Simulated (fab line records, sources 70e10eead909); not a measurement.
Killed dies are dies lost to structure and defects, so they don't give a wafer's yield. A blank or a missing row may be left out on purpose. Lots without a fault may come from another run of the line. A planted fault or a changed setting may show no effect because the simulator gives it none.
fab line records | flow nand_harc
record lots=13 wafers=39 last_day=24
route steps=1159 shown A_ONON_D1@437 A_CHANNEL_HOLE_D1@457 END@1159
lots that met no fault: from a run of the same line without faults
start_h: hours from the record's first day to the start of the lot's first wafer shown | wait_h: hours since the lot's step before | " the same as in the row above | L1.1+2: a row that stands for several wafers | - no value, or no start given | * or withheld: withheld | < > ~ a bound
route shown NAME@n: a module of which the file shows steps, and the number in the route of the first | usual: mean/standard deviation of fault-free wafers | same: alike in all rows | chamber/n: place in a boat | sites: the reading at each site | _std_site: their standard deviation | _edge_site: outer sites' mean less inner sites' | radius_mm: how far each site lies from the wafer's centre | mask NAME#n: copy n | behind: the tool/chamber that last shaped the wafer | hold: why the lot was held/for how many hours/how that ended | device: the transistor (n, p or np) that didn't switch | end of line: the same wafers' tests at the end of the route | a step without rows: its recipe alone | killed: dies lost to structure and defects at the first sort, not the wafer's yield | map: a wafer's dies, x killed, . not, _ none there
set.NAME: the setting as run; set.NAME@STEP: as run at that earlier step | model.NAME: the simulator's own value behind a step, which no gauge read
steps of the route over a sample of lots; a table a step, a row a wafer
services: from which hour (start_h, from the record's first day; less than 0 if before it) a tool's chamber was out of use, for how many hours, and why
## steps
# step NHARC_A_ONON_D1_THK_MEAS_18
# recipe thk_meas_gauge=ellipsometry
# usual thk_nm=998/9.2
# columns lot.wafer tool chamber start_h wait_h thk_nm
L363.1 film_metro-01 - 171.25 - 1002
L363.4 " - " " 1001
L363.6 " - " " 1002
L362.1 film_metro-02 - 171.25 - 992
L362.2 " - " " 992
L362.4 " - " " 991
L365.4 film_metro-02 - 183.75 - 1003
L365.5 " - " " 1001
L365.6 " - " " 999
L366.2 film_metro-02 - 186.71 - 998
L366.4 " - " " 1000
L366.6 " - " " 999
L364.1 film_metro-02 - 190.11 - 1004
L364.4 " - " " 1004
L364.6 " - " " 1006
L368.3 film_metro-01 - 190.12 - 984
L368.4 " - " " 981
L368.6 " - " " 983
L371.3 film_metro-02 - 210.12 - 1000
L371.4 " - " " 1001
L371.5 " - " " 1002
L372.1 film_metro-02 - 229.24 - 1004
L372.4 " - " " 1004
L372.5 " - " " 1002
L373.2 film_metro-01 - 229.24 - 1001
L373.4 " - " " 999
L373.6 " - " " 999
L375.2 film_metro-02 - 244.26 - 1011
L375.5 " - " " 1013
L375.6 " - " " 1011
L376.2 film_metro-01 - 266.62 - 993
L376.4 " - " " 991
L376.5 " - " " 992
L381.3 film_metro-02 - 274.31 - 989
L381.5 " - " " 989
L381.6 " - " " 990
L384.3 film_metro-02 - 297.02 - 988
L384.4 " - " " 987
L384.5 " - " " 987
# step NHARC_A_CHANNEL_HOLE_D1_SOFTBAKE_05
# recipe temp_c=105 time_s=55
# usual heater_power_total_W=188.45/0.13
# same time_s=55
# columns lot.wafer tool chamber start_h wait_h heater_power_total_W
L363.1 litho_track-01 0 179 - 188.51
L363.4 " 0 " " 188.44
L363.6 " 0 " " 188.43
L362.1 litho_track-06 0 180 - 188.41
L362.2 " 0 " " 188.58
L362.4 " 0 " " 188.34
L365.4 litho_track-01 0 188 - 188.35
L365.5 " 0 " " 188.45
L365.6 " 0 " " 188.66
L366.2 litho_track-01 0 192 - 188.73
L366.4 " 0 " " 188.44
L366.6 " 0 " " 188.32
L364.1 litho_track-06 0 195 - 188.73
L364.4 " 0 " " 188.44
L364.6 " 0 " " 188.28
L368.3 litho_track-01 0 196 - 188.39
L368.4 " 0 " " 188.72
L368.6 " 0 " " 188.31
L371.3 litho_track-01 0 215 - 188.31
L371.4 " 0 " " 188.31
L371.5 " 0 " " 188.51
L373.2 litho_track-04 0 236 - 188.32
L373.4 " 0 " " 188.26
L373.6 " 0 " " 188.41
L372.1 litho_track-01 0 237 - 188.29
L372.4 " 0 " " 188.35
L372.5 " 0 " " 188.34
L375.2 litho_track-06 0 249 - 188.39
L375.5 " 0 " " 188.46
L375.6 " 0 " " 188.38
L376.2 litho_track-04 0 271 - 188.33
L376.4 " 0 " " 188.53
L376.5 " 0 " " 188.71
L381.3 litho_track-04 0 280 - 204.20
L381.5 " 0 " " 204.18
L381.6 " 0 " " 204.01
L384.3 litho_track-04 0 302 - 204.15
L384.4 " 0 " " 204.12
L384.5 " 0 " " 204.11
# step NHARC_A_CHANNEL_HOLE_D1_CD_MEAS_10
# recipe target_cd_nm=100 landing_energy_ev=500
# usual cd_nm=100.0/0.53
# same landing_energy_ev=500
# columns lot.wafer tool chamber start_h wait_h cd_nm
L363.1 cd_sem-03 0 180.21 - 100.0
L363.4 " 0 " " 99.7
L363.6 " 0 " " 99.2
L362.1 cd_sem-03 0 181.27 - 100.5
L362.2 " 0 " " 100.4
L362.4 " 0 " " 99.6
L365.4 cd_sem-03 0 189.18 - 100.3
L365.5 " 0 " " 99.4
L365.6 " 0 " " 100.1
L366.2 cd_sem-03 0 192.38 - 100.6
L366.4 " 0 " " 99.5
L366.6 " 0 " " 100.1
L364.1 cd_sem-03 0 195.84 - 99.9
L364.4 " 0 " " 100.4
L364.6 " 0 " " 99.4
L368.3 cd_sem-01 0 196.69 - 100.0
L368.4 " 0 " " 99.9
L368.6 " 0 " " 100.4
L371.3 cd_sem-01 0 215.67 - 100.1
L371.4 " 0 " " 100.1
L371.5 " 0 " " 99.7
L373.2 cd_sem-01 0 236.72 - 99.5
L373.4 " 0 " " 99.9
L373.6 " 0 " " 99.2
L372.1 cd_sem-03 0 237.48 - 100.5
L372.4 " 0 " " 99.9
L372.5 " 0 " " 100.7
L375.2 cd_sem-03 0 250.04 - 100.4
L375.5 " 0 " " 99.7
L375.6 " 0 " " 100.8
L376.2 cd_sem-01 0 272.46 - 99.4
L376.4 " 0 " " 99.3
L376.5 " 0 " " 100.8
L381.3 cd_sem-03 0 281.33 - 99.4
L381.5 " 0 " " 98.9
L381.6 " 0 " " 99.6
L384.3 cd_sem-02 0 302.42 - 99.9
L384.4 " 0 " " 99.7
L384.5 " 0 " " 98.8
# step NHARC_A_CHANNEL_HOLE_D1_ETCH_38
# recipe target_depth_a=390 over_etch_frac=0.3 time_s=65 ion_energy_ev=80 cf4_flow_sccm=150 ar_flow_sccm=0 rf_w=300 bias_w=100 chemistry=CF4
# usual drypump_motor_current_A=5.7/0.46 oes_product_au=1.004/0.014 rf_vpp_V=151.2/1.2 showerhead_plenum_p_Torr=1.76/0.06 throttle_valve_pct=13.285/0.009
# same time_s=65
# columns lot.wafer tool chamber start_h wait_h drypump_motor_current_A oes_product_au rf_hours_counter_h rf_vpp_V showerhead_plenum_p_Torr throttle_valve_pct
L363.1 rie_diel-08 0 180.49 0.1 5.8 1.004 4 154.0 1.85 13.276
L363.4 " 3 " " 6.4 0.990 3 151.7 1.79 13.281
L363.6 " 0 " " 5.8 0.998 - 152.1 1.85 13.273
L362.1 rie_diel-08 1 181.54 0.1 5.3 1.023 4 149.3 1.70 13.278
L362.2 " 2 " " 6.2 0.997 4 149.3 1.67 13.274
L362.4 " 0 " " 5.8 1.009 4 151.7 1.85 13.277
L365.4 rie_diel-10 1 189.44 0.1 5.1 1.021 1 153.0 1.88 13.284
L365.5 " 1 " " 5.1 1.027 - 153.4 1.88 13.277
L365.6 " 2 " " 5.8 0.995 - 151.6 1.79 13.288
L366.4 rie_diel-10 2 192.65 0.1 5.9 1.008 1 150.8 1.79 13.306
L366.2 " 3 " " 6.3 1.008 1 151.2 1.77 13.284
L366.6 " 1 " " 5.1 1.017 - 152.9 1.88 13.287
L364.1 rie_diel-10 2 196.11 0.1 5.8 1.002 2 151.5 1.79 13.288
L364.4 " 3 " " 6.3 1.001 1 151.8 1.77 13.285
L364.6 " 3 " " 6.3 1.006 - 150.8 1.77 13.285
L368.3 rie_diel-08 3 196.97 0.1 6.4 0.992 4 152.1 1.79 13.286
L368.4 " 0 " " 5.8 0.997 5 152.1 1.85 13.303
L368.6 " 1 " " 5.4 1.013 - 150.7 1.70 13.293
L371.4 rie_diel-01 1 215.99 0.1 5.5 0.984 4 152.1 1.70 13.270
L371.3 " 3 " " 5.6 1.009 4 150.3 1.73 13.279
L371.5 " 0 " " 5.2 1.025 - 151.7 1.80 13.290
L373.4 rie_diel-08 3 236.99 0.1 6.4 0.985 5 151.5 1.79 13.283
L373.2 " 0 " " 5.8 1.001 7 152.5 1.85 13.297
L373.6 " 2 " " 6.2 1.001 - 150.3 1.67 13.280
L372.1 rie_diel-10 0 237.77 0.1 5.4 1.004 5 151.6 1.75 13.291
L372.4 " 2 " " 5.8 0.991 5 150.7 1.78 13.288
L372.5 " 0 " " 5.4 1.007 - 149.7 1.75 13.272
L375.2 rie_diel-01 1 250.32 0.1 5.6 0.991 6 150.0 1.70 13.286
L375.6 " 3 " " 5.5 0.995 - 150.4 1.73 13.286
L375.5 " 0 " " 5.2 1.016 - 151.7 1.80 13.291
L376.4 rie_diel-08 0 272.73 0.1 5.8 1.008 9 152.2 1.85 13.278
L376.2 " 1 " " 5.4 1.013 9 152.7 1.70 13.292
L376.5 " 0 " " 5.8 1.009 - 153.8 1.85 13.290
L381.3 rie_diel-08 2 281.62 0.1 6.2 1.001 10 148.6 1.67 13.307
L381.5 " 0 " " 5.8 1.009 - 151.7 1.85 13.292
L381.6 " 1 " " 5.4 1.029 - 148.9 1.70 13.287
L384.3 rie_diel-01 2 302.70 0.1 6.6 0.987 11 152.5 1.77 13.277
L384.4 " 0 " " 5.2 1.018 11 151.9 1.80 13.289
L384.5 " 1 " " 5.5 0.985 - 150.8 1.70 13.271
# step NHARC_END_SORT_01
# recipe temp_c=25
# usual killed_at_array=26/11 killed_at_other=0.6/1 killed_at_periphery=3.1/2.1 killed_dies=30/11 killed_open=3.4/1.8 killed_short=2.1/1.5
# same gross_dies=677
# columns lot.wafer tool chamber start_h wait_h killed_at_array killed_at_other killed_at_periphery killed_dies killed_open killed_short
L365.4 prober-01 0 451.98 3.4 33 0 3 36 4 1
L365.5 prober-01 0 452.79 3.7 26 1 1 28 3 3
L365.6 prober-01 0 453.59 4.0 29 1 3 33 4 2
L362.1 prober-01 0 457.42 2.5 24 0 5 29 6 1
L362.2 prober-01 0 458.21 2.8 37 1 1 39 4 2
L362.4 prober-01 0 459.80 3.4 24 0 2 26 4 1
L364.1 prober-01 0 465.18 2.5 16 0 4 20 3 3
L364.4 prober-01 0 467.61 3.4 15 1 3 19 4 2
L364.6 prober-01 0 469.23 4.0 9 0 4 13 5 0
L363.1 prober-01 0 472.98 2.4 21 0 5 26 5 2
L363.4 prober-01 0 475.42 3.4 26 0 3 29 3 4
L363.6 prober-01 0 477.04 4.1 27 1 5 33 4 2
L366.2 prober-02 0 473.75 2.8 18 0 4 22 6 3
L366.4 prober-02 0 475.34 3.4 27 0 7 34 5 4
L366.6 prober-02 0 476.93 4.0 26 0 5 31 6 3
L371.3 prober-01 0 488.27 3.1 17 2 3 22 4 2
L371.4 prober-01 0 489.08 3.4 24 4 4 32 5 7
L371.5 prober-01 0 489.89 3.7 21 1 2 24 3 5
L373.2 prober-02 0 495.37 2.8 31 2 2 35 2 4
L373.4 prober-02 0 496.97 3.4 19 0 6 25 3 2
L373.6 prober-02 0 498.58 4.0 34 1 5 40 5 5
L368.3 prober-01 0 496.12 3.1 32 1 0 33 2 2
L368.4 prober-01 0 496.91 3.4 26 0 3 29 4 1
L368.6 prober-01 0 498.50 4.0 27 0 3 30 4 2
L372.1 prober-02 0 502.39 2.5 24 0 3 27 5 2
L372.4 prober-02 0 504.76 3.4 25 1 7 33 5 5
L372.5 prober-02 0 505.55 3.7 21 0 1 22 3 0
L375.2 prober-01 0 510.87 2.8 34 0 1 35 4 0
L375.5 prober-01 0 513.28 3.7 50 0 2 52 2 3
L375.6 prober-01 0 514.09 4.0 43 0 0 43 3 3
L376.2 prober-01 0 539.82 2.8 14 0 0 14 4 2
L376.4 prober-01 0 541.42 3.4 16 0 1 17 1 1
L376.5 prober-01 0 542.21 3.7 15 2 0 17 1 4
L381.3 prober-01 0 550.04 3.1 55 0 3 58 4 1
L381.5 prober-01 0 551.63 3.7 45 3 1 49 4 0
L381.6 prober-01 0 552.43 4.0 45 0 6 51 0 0
L384.3 prober-02 0 563.42 3.1 33 1 5 39 5 3
L384.4 prober-02 0 564.22 3.4 46 0 3 49 3 5
L384.5 prober-02 0 565.02 3.7 45 0 3 48 6 2
# killed by level:class
L365.4 A_SLIT:chamber_film_flake=13 A_CONTACT:chamber_film_flake=9 A_WL_FILL:chamber_film_flake=3 P_M0:geometric_particle:open=2 A_CHANNEL_HOLE_D1:chamber_film_flake=2 A_SGD_CUT:geometric_particle:open=1 A_CONTACT:geometric_particle:open=1 A_BLC:geometric_particle:short=1
L365.5 A_SLIT:chamber_film_flake=11 A_CHANNEL_HOLE_D1:chamber_film_flake=3 A_WL_FILL:chamber_film_flake=3 A_ONON_D1:geometric_particle:short=2 A_CONTACT:chamber_film_flake=2 A_M0:chamber_film_flake=2 A_WL_FILL:geometric_particle:open=1 A_CONTACT:geometric_particle:open=1
L365.6 A_SLIT:chamber_film_flake=10 A_CONTACT:chamber_film_flake=8 A_M0:chamber_film_flake=3 A_CONTACT:geometric_particle:open=2 P_GATE:geometric_particle:short=1 P_M0:geometric_particle:open=1 A_SGD_CUT:geometric_particle:open=1 P_GATE:chamber_film_flake=1
L362.1 A_CHANNEL_HOLE_D1:chamber_film_flake=10 A_CONTACT:geometric_particle:open=4 P_GATE:chamber_film_flake=3 A_SLIT:chamber_film_flake=3 A_CONTACT:chamber_film_flake=3 P_M1:geometric_particle:open=1 A_SOURCE_PLATE:geometric_particle:short=1 A_M0:geometric_particle:open=1
L362.2 A_CHANNEL_HOLE_D1:chamber_film_flake=17 A_WL_FILL:chamber_film_flake=5 A_CONTACT:chamber_film_flake=4 A_SLIT:chamber_film_flake=3 A_STAIRCASE:chamber_film_flake=2 P_M1:geometric_particle:open=1 A_ONON_D1:geometric_particle:short=1 A_CHANNEL_FILL_D1:geometric_particle:open=1
L362.4 A_CHANNEL_HOLE_D1:chamber_film_flake=13 A_SLIT:chamber_film_flake=3 A_CONTACT:geometric_particle:open=2 A_WL_FILL:chamber_film_flake=2 P_M0:geometric_particle:open=1 A_CONTACT:geometric_particle:short=1 A_BLC:geometric_particle:open=1 P_GATE:chamber_film_flake=1
L364.1 A_CONTACT:chamber_film_flake=5 A_CHANNEL_HOLE_D1:chamber_film_flake=3 A_CHANNEL_FILL_D1:geometric_particle:short=2 P_GATE:chamber_film_flake=2 A_SLIT:chamber_film_flake=2 P_GATE:geometric_particle:open=1 P_CONTACT:geometric_particle:open=1 A_SOURCE_PLATE:geometric_particle:short=1
L364.4 A_CONTACT:geometric_particle:open=3 A_CHANNEL_HOLE_D1:chamber_film_flake=3 A_CONTACT:chamber_film_flake=3 A_STAIRCASE:chamber_film_flake=2 A_WL_FILL:chamber_film_flake=2 P_CONTACT:geometric_particle:open=1 A_ONON_D1:geometric_particle:short=1 P_STI:chamber_film_flake=1
L364.6 A_CONTACT:chamber_film_flake=3 P_CONTACT:geometric_particle:open=2 P_STI:chamber_film_flake=2 A_ONON_D1:geometric_particle:open=1 A_CHANNEL_FILL_D1:geometric_particle:open=1 A_CONTACT:geometric_particle:open=1 A_STAIRCASE:chamber_film_flake=1 A_SLIT:chamber_film_flake=1
L363.1 A_SLIT:chamber_film_flake=8 A_CHANNEL_HOLE_D1:chamber_film_flake=6 P_M0:geometric_particle:open=2 A_SGD_CUT:geometric_particle:open=2 A_CONTACT:chamber_film_flake=2 P_CONTACT:geometric_particle:short=1 P_M0:geometric_particle:short=1 A_SOURCE_PLATE:geometric_particle:open=1
L366.2 A_CHANNEL_HOLE_D1:chamber_film_flake=10 A_CHANNEL_FILL_D1:geometric_particle:open=3 P_M1:geometric_particle:short=2 A_CONTACT:chamber_film_flake=2 P_CONTACT:geometric_particle:open=1 A_SOURCE_PLATE:geometric_particle:short=1 A_CONTACT:geometric_particle:open=1 A_M1:geometric_particle:open=1
L366.4 A_CHANNEL_HOLE_D1:chamber_film_flake=12 A_CONTACT:chamber_film_flake=7 A_ONON_D1:geometric_particle:open=3 P_GATE:chamber_film_flake=3 P_CONTACT:geometric_particle:open=1 P_M1:geometric_particle:short=1 A_ONON_D1:geometric_particle:short=1 A_CHANNEL_FILL_D1:geometric_particle:short=1
L363.4 A_CHANNEL_HOLE_D1:chamber_film_flake=10 A_SLIT:chamber_film_flake=7 A_CHANNEL_FILL_D1:geometric_particle:short=3 A_CONTACT:geometric_particle:open=2 P_M1:geometric_particle:open=1 A_M0:geometric_particle:short=1 P_ZERO_WELL:chamber_film_flake=1 P_STI:chamber_film_flake=1
L366.6 A_CHANNEL_HOLE_D1:chamber_film_flake=15 A_ONON_D1:geometric_particle:open=2 P_GATE:chamber_film_flake=2 A_CONTACT:chamber_film_flake=2 P_GATE:geometric_particle:open=1 A_ONON_D1:geometric_particle:short=1 A_CHANNEL_FILL_D1:geometric_particle:short=1 A_CONTACT:geometric_particle:open=1
L363.6 A_SLIT:chamber_film_flake=12 A_CHANNEL_HOLE_D1:chamber_film_flake=6 A_CONTACT:chamber_film_flake=4 P_M2:chamber_film_flake=2 P_CONTACT:geometric_particle:open=1 P_CONTACT:geometric_particle:short=1 P_M0:geometric_particle:short=1 A_ONON_D1:geometric_particle:open=1
L371.3 A_CHANNEL_HOLE_D1:chamber_film_flake=9 A_CONTACT:chamber_film_flake=4 THIN_TSV:chamber_film_flake=2 P_M0:geometric_particle:short=1 P_BONDPAD:geometric_particle:open=1 A_CHANNEL_FILL_D1:geometric_particle:short=1 A_WL_FILL:geometric_particle:open=1 A_CONTACT:geometric_particle:open=1
L371.4 A_CHANNEL_HOLE_D1:chamber_film_flake=11 THIN_TSV:chamber_film_flake=4 A_CHANNEL_FILL_D1:geometric_particle:open=3 A_CHANNEL_FILL_D1:geometric_particle:short=2 A_CONTACT:chamber_film_flake=2 P_GATE:geometric_particle:open=1 P_M0:geometric_particle:short=1 A_WL_FILL:geometric_particle:short=1
L371.5 A_CHANNEL_HOLE_D1:chamber_film_flake=11 A_CONTACT:chamber_film_flake=3 A_CHANNEL_FILL_D1:geometric_particle:short=2 P_CONTACT:geometric_particle:short=1 A_SOURCE_PLATE:geometric_particle:short=1 A_SOURCE_PLATE:geometric_particle:open=1 A_ONON_D1:geometric_particle:open=1 A_M0:geometric_particle:open=1
L373.2 A_CONTACT:chamber_film_flake=15 A_CHANNEL_HOLE_D1:chamber_film_flake=6 A_CHANNEL_HOLE_D1:geometric_particle:open=2 A_CHANNEL_FILL_D1:geometric_particle:short=2 A_STAIRCASE:chamber_film_flake=2 A_SGD_CUT:geometric_particle:short=1 P_GATE:chamber_film_flake=1 P_CONTACT:chamber_film_flake=1
L368.3 A_CHANNEL_HOLE_D1:chamber_film_flake=16 A_SGD_CUT:chamber_film_flake=8 A_CONTACT:chamber_film_flake=3 A_STAIRCASE:chamber_film_flake=2 A_CHANNEL_FILL_D1:geometric_particle:short=1 A_M0:geometric_particle:short=1 A_M1:geometric_particle:open=1 STARTING-WAFER:geometric_particle:open=1
L368.4 A_CHANNEL_HOLE_D1:chamber_film_flake=10 A_SGD_CUT:chamber_film_flake=7 A_CONTACT:chamber_film_flake=4 A_BLC:geometric_particle:open=2 P_BONDPAD:chamber_film_flake=2 A_CHANNEL_FILL_D1:geometric_particle:short=1 A_CHANNEL_FILL_D1:geometric_particle:open=1 A_M0:geometric_particle:open=1
L373.4 A_CONTACT:chamber_film_flake=9 A_CHANNEL_HOLE_D1:chamber_film_flake=3 P_GATE:chamber_film_flake=2 P_CONTACT:chamber_film_flake=2 A_WL_FILL:chamber_film_flake=2 P_GATE:geometric_particle:open=1 A_CHANNEL_FILL_D1:chamber_film_flake=1 P_M2:geometric_particle:open=1
L368.6 A_CHANNEL_HOLE_D1:chamber_film_flake=15 A_SGD_CUT:chamber_film_flake=4 A_CONTACT:chamber_film_flake=3 P_STI:geometric_particle:open=1 P_M1:geometric_particle:open=1 A_ONON_D1:geometric_particle:open=1 A_WL_FILL:geometric_particle:short=1 A_CONTACT:geometric_particle:open=1
L373.6 A_CONTACT:chamber_film_flake=13 A_CHANNEL_HOLE_D1:chamber_film_flake=6 A_STAIRCASE:chamber_film_flake=4 A_WL_FILL:chamber_film_flake=3 A_CHANNEL_FILL_D1:geometric_particle:short=2 P_GATE:geometric_particle:open=1 P_M0:geometric_particle:short=1 P_M1:geometric_particle:open=1
L372.1 A_CHANNEL_HOLE_D1:chamber_film_flake=17 P_CONTACT:geometric_particle:short=1 P_M2:geometric_particle:open=1 A_SOURCE_PLATE:geometric_particle:open=1 A_CHANNEL_FILL_D1:geometric_particle:open=1 A_CHANNEL_FILL_D1:geometric_particle:short=1 A_CONTACT:geometric_particle:open=1 A_BLC:geometric_particle:open=1
L372.4 A_CHANNEL_HOLE_D1:chamber_film_flake=13 P_ZERO_WELL:chamber_film_flake=4 A_CHANNEL_FILL_D1:chamber_film_flake=3 A_CONTACT:geometric_particle:open=2 P_CONTACT:geometric_particle:open=1 P_M2:geometric_particle:open=1 A_SOURCE_PLATE:geometric_particle:short=1 A_ONON_D1:geometric_particle:short=1
L372.5 A_CHANNEL_HOLE_D1:chamber_film_flake=15 A_M0:geometric_particle:open=2 A_CONTACT:chamber_film_flake=2 A_CHANNEL_FILL_D1:geometric_particle:open=1 P_ZERO_WELL:chamber_film_flake=1 A_WL_FILL:chamber_film_flake=1
L375.2 A_SLIT:chamber_film_flake=12 A_CHANNEL_HOLE_D1:chamber_film_flake=11 A_M1:chamber_film_flake=4 A_ZERO_WELL:chamber_film_flake=2 P_M0:geometric_particle:open=1 A_STAIRCASE:geometric_particle:open=1 A_WL_FILL:geometric_particle:open=1 A_CONTACT:geometric_particle:open=1
L375.5 A_CHANNEL_HOLE_D1:chamber_film_flake=19 A_SLIT:chamber_film_flake=17 A_ZERO_WELL:chamber_film_flake=4 A_M1:chamber_film_flake=4 A_CHANNEL_FILL_D1:chamber_film_flake=3 P_CONTACT:geometric_particle:short=1 P_M0:geometric_particle:open=1 A_ONON_D1:geometric_particle:short=1
L375.6 A_CHANNEL_HOLE_D1:chamber_film_flake=13 A_SLIT:chamber_film_flake=11 A_M1:chamber_film_flake=6 A_ZERO_WELL:chamber_film_flake=3 A_CHANNEL_FILL_D1:chamber_film_flake=3 A_WL_FILL:geometric_particle:short=2 A_ONON_D1:geometric_particle:open=1 A_CHANNEL_HOLE_D1:geometric_particle:short=1
L376.2 A_CHANNEL_HOLE_D1:chamber_film_flake=4 A_STAIRCASE:chamber_film_flake=3 A_SGD_CUT:geometric_particle:open=1 A_SGD_CUT:geometric_particle:short=1 A_WL_FILL:geometric_particle:short=1 A_CONTACT:geometric_particle:open=1 A_BLC:geometric_particle:open=1 A_M1:geometric_particle:open=1
L376.4 A_CHANNEL_HOLE_D1:chamber_film_flake=7 A_STAIRCASE:chamber_film_flake=7 P_CONTACT:geometric_particle:short=1 A_M0:geometric_particle:open=1 A_WL_FILL:chamber_film_flake=1
L376.5 A_CHANNEL_HOLE_D1:chamber_film_flake=8 A_CHANNEL_FILL_D1:geometric_particle:short=1 A_CONTACT:geometric_particle:short=1 A_M0:geometric_particle:open=1 A_M1:geometric_particle:short=1 STARTING-WAFER:geometric_particle:short=1 A_ZERO_WELL:chamber_film_flake=1 A_STAIRCASE:chamber_film_flake=1
L381.3 A_CHANNEL_HOLE_D1:chamber_film_flake=21 A_SLIT:chamber_film_flake=20 A_STAIRCASE:chamber_film_flake=4 A_ONON_D1:geometric_particle:open=2 P_CONTACT:chamber_film_flake=2 A_CONTACT:chamber_film_flake=2 A_M1:chamber_film_flake=2 A_SOURCE_PLATE:geometric_particle:open=1
L381.5 A_SLIT:chamber_film_flake=18 A_CHANNEL_HOLE_D1:chamber_film_flake=18 A_CONTACT:chamber_film_flake=4 THIN_TSV:chamber_film_flake=3 A_ONON_D1:geometric_particle:open=1 A_BLC:geometric_particle:open=1 A_M0:geometric_particle:open=1 A_M1:geometric_particle:open=1
L381.6 A_SLIT:chamber_film_flake=21 A_CHANNEL_HOLE_D1:chamber_film_flake=17 A_CONTACT:chamber_film_flake=6 P_CONTACT:chamber_film_flake=4 P_GATE:chamber_film_flake=1 P_BONDPAD:chamber_film_flake=1 A_ZERO_WELL:chamber_film_flake=1
L384.3 A_SLIT:chamber_film_flake=22 A_CHANNEL_HOLE_D1:chamber_film_flake=4 P_CONTACT:geometric_particle:open=2 A_CONTACT:geometric_particle:short=2 P_STI:chamber_film_flake=2 A_CONTACT:chamber_film_flake=2 P_M0:geometric_particle:open=1 A_SGD_CUT:geometric_particle:open=1
L384.4 A_SLIT:chamber_film_flake=22 A_CHANNEL_HOLE_D1:chamber_film_flake=10 A_CONTACT:chamber_film_flake=4 A_STAIRCASE:chamber_film_flake=3 P_M1:geometric_particle:open=1 A_ONON_D1:geometric_particle:open=1 A_ONON_D1:geometric_particle:short=1 A_CHANNEL_HOLE_D1:geometric_particle:short=1
L384.5 A_SLIT:chamber_film_flake=22 A_CHANNEL_HOLE_D1:chamber_film_flake=9 A_STAIRCASE:chamber_film_flake=4 A_CONTACT:chamber_film_flake=3 A_WL_FILL:geometric_particle:open=2 P_GATE:geometric_particle:open=1 P_GATE:geometric_particle:short=1 A_SOURCE_PLATE:geometric_particle:open=1
## services
# columns tool chamber start_h hours kind
rie_diel-08 0 158.32 - clean
rie_diel-08 1 158.32 - clean
rie_diel-08 2 158.32 - clean
rie_diel-08 3 158.32 - clean
rie_diel-10 - 176.50 9.0 pm
rie_diel-08 0 182.83 - clean
rie_diel-08 1 182.83 - clean
rie_diel-08 2 182.83 - clean
rie_diel-08 3 182.83 - clean
rie_diel-08 1 205.09 8.1 repair
rie_diel-08 0 207.33 - clean
rie_diel-08 2 207.33 - clean
rie_diel-08 3 207.33 - clean
rie_diel-08 3 208.89 9.3 repair
rie_diel-08 3 229.92 1.3 repair
rie_diel-08 0 231.83 - clean
rie_diel-08 1 231.83 - clean
rie_diel-08 2 231.83 - clean
rie_diel-08 0 240.69 1.9 repair
litho_track-01 - 268.00 7.0 pm
rie_diel-10 3 274.73 2.4 repair
rie_diel-08 3 280.44 3.5 repair
litho_track-06 - 292.00 7.0 pm
rie_diel-08 - 301.81 9.0 pm
## key
first_sign step=NHARC_A_CHANNEL_HOLE_D1_SOFTBAKE_05 reading=heater_power_total_W direction=up sigmas=99+ usual=* struck=*
effect none on later readings
met_at NHARC_A_CHANNEL_HOLE_D1_SOFTBAKE_05
struck_lots L381,L384
tester_left_out L381,L384
loop_trim step=NHARC_A_CHANNEL_HOLE_D1_EXPOSE_07 setting=dose lots=L384
not_acting_at NHARC_A_ONON_D1_THK_MEAS_18,NHARC_A_CHANNEL_HOLE_D1_CD_MEAS_10,NHARC_A_CHANNEL_HOLE_D1_ETCH_38
onset_between 271 280
fault kind=process_parameter_drift tool=litho_track-04 chamber=- onset_h=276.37 steps=NHARC_A_CHANNEL_HOLE_D1_SOFTBAKE_05 channel=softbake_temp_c offset=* shape=step end_h=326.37 acts_in=* stated=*
# tester_left_out: of these lots the tester's yield and bins aren't shown, on N5 and GAA mostly nor the transistor test; their killed dies are dies lost to structure and defects alone, not to doping, threshold or leakage, so they don't give the yield
# loop_trim: a control loop set the setting to another value than it would have without faults
